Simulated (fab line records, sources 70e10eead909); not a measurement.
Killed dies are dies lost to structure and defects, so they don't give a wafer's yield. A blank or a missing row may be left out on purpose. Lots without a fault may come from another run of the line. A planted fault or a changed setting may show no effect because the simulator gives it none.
Chamber matching | flow nand_harc | NHARC_A_STAIRCASE_DEP_417 on pecvd-02: 3 sister chambers
The step deposits Si3N4, target thk 60 nm. 3 wafers are shown with their chamber, then 10 later ones without.

WAFERS WITH THEIR CHAMBER
wafer  | chamber | heater_power_w (W)
L086.1 | 2       | 793
L086.3 | 0       | 688
L088.4 | 1       | 725

WAFERS WITHOUT THEIR CHAMBER
wafer  | heater_power_w (W)
L088.6 | 586
L092.1 | 813
L092.4 | 695
L092.5 | 735
L094.1 | 595
L094.2 | 708
L094.3 | 742
L097.1 | 796
L097.5 | 796
L097.6 | 675

WHICH CHAMBER EACH WENT THROUGH
wafer  | from the rows above          | in truth
L088.6 | can't be placed: 0 or 1      | 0
L092.1 | can't be placed: 2 or 1      | 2
L092.4 | can't be placed: 0 or 1      | 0
L092.5 | can't be placed: 1 or 0 or 2 | 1
L094.1 | can't be placed: 0 or 1      | 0
L094.2 | can't be placed: 1 or 0 or 2 | 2
L094.3 | can't be placed: 1 or 2 or 0 | 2
L097.1 | can't be placed: 2 or 1      | 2
L097.5 | can't be placed: 2 or 1      | 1
L097.6 | can't be placed: 0 or 1      | 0
Placed correctly: 0 of 10. Can't be placed from these rows: 10 (the true chamber is among the candidates in 10). Placed wrongly: 0.
How it was worked out, from the rows above alone: a wafer's distance from a chamber is the root of the sum, over the readings, of the square of ((its reading less the chamber's mean) divided by the reading's scatter). The wafer belongs to the nearest chamber; if the next one is less than 2 further off, it can't be placed. A chamber's mean is the mean of its shown wafers. The scatter: with one shown wafer a chamber, the root of the mean of the squares of how far each hidden wafer lies from its nearest shown one.
